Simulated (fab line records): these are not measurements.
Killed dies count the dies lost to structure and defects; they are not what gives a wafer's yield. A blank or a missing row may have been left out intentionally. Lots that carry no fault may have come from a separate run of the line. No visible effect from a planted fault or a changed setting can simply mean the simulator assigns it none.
Code-filled problem report in 8D (eight disciplines) form ; flow nandHarc ; the parts of the form that need people (team, actions taken, sign-off) are left out

1. WHAT IS WRONG
Mean of timeToEndpointS at NHARC_P_M1_CMP_23: 40.4 s across 3 wafers in 2 lots; on wafers with no fault it is 28.1 s (standard deviation 2.5). Measured from the usual mean, that is +4.9 standard deviations.
The step: polishes, t overpolish 20 s, target thk 157.82 nm.
First seen on wafer L574.4, day 13 11:19, on cmp-04. The record holds 33 wafers of 11 lots with a number at this step. Rule for "out" (also "out of limits"): further than 4 standard deviations from the usual mean. The rest of the wafers with a number are treated as sound.

2. WHAT IT IS; WHAT IT IS NOT
question;is;is not
which readings at this step;timeToEndpointS;-
which lots;L574, L575;L558, L559, L561, L562, L566, L568, L569, L578, L580
which wafers of those lots;L574.4, L575.1, L575.5;L574.1, L574.3, L575.6
read on which tools;cmp-04;cmp-01, cmp-02
when;from day 13 11:19;"up to then (23 sound wafers); but 7 sound wafers of L575, L578, L580 came after"

3. THE SUSPECTS, EACH WITH WHAT RULES IT OUT
Counting: a tool at a process step up to the reading stays a suspect if it ran every lot that is out. Sound lots after the first of them don't rule it out here, since some wafers of a struck lot are sound.
- ecdCu-02 at NHARC_P_M1_ECD_22 (material Cu, target thk 400 nm): kept. It ran every lot that is out, first L574 (day 13 10:39); its last sound lot up to then is L568 (day 10 21:25).
- cmp-04 at NHARC_P_M1_CMP_23 (polishes, t overpolish 20 s, target thk 157.82 nm): kept. It ran every lot that is out, first L574 (day 13 11:19); its last sound lot up to then is L561 (day 7 20:44). Out on those wafers are its own readings of timeToEndpointS.
- Within cmp-04 at NHARC_P_M1_CMP_23: the wafers that are out ran in chambers 0, 1; their sound lot-mates ran in chambers 2, 3.
Remaining after the count are ecdCu-02 at NHARC_P_M1_ECD_22 and cmp-04 at NHARC_P_M1_CMP_23.

4. THE CAUSE (what the simulator had put in)
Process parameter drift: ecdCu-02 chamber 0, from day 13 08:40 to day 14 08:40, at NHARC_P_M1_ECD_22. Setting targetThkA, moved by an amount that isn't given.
Counting leaves 2 suspects; this tool is one of them.

5. SEQUENCE OF EFFECTS, ordered by route
Rows list readings where the struck wafers' mean (over those with a number) sits beyond 3 standard deviations from the usual. Readings are gone through only where the record gives a usual standard deviation; hours: the median, over the lots, of the time from a lot's start at the first step in this table giving one to that lot's start at this step; sigmas: the change measured in usual standard deviations.
hours;step;reading;usual;on struck wafers;change;sigmas
0;NHARC_P_M1_CMP_23;timeToEndpointS;28.1 s;40.4;+12.3;+4.9
Process steps it contains:
- NHARC_P_M1_CMP_23: polishes, t overpolish 20 s, target thk 157.82 nm.
Later measuring or inspecting steps at which every struck wafer that the step has a row for has a number for every such reading, and none has moved that far: NHARC_END_SORT_01.

6. WHAT WOULD HAVE CAUGHT IT SOONER
In this record the first reading out of limits was taken at day 13 11:19, 3 hours after the fault began at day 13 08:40.
Lots out: 2; of these, L575 started NHARC_P_M1_ECD_22 on ecdCu-02 after day 13 11:19. It would have been spared by a hold on the tool at that moment.
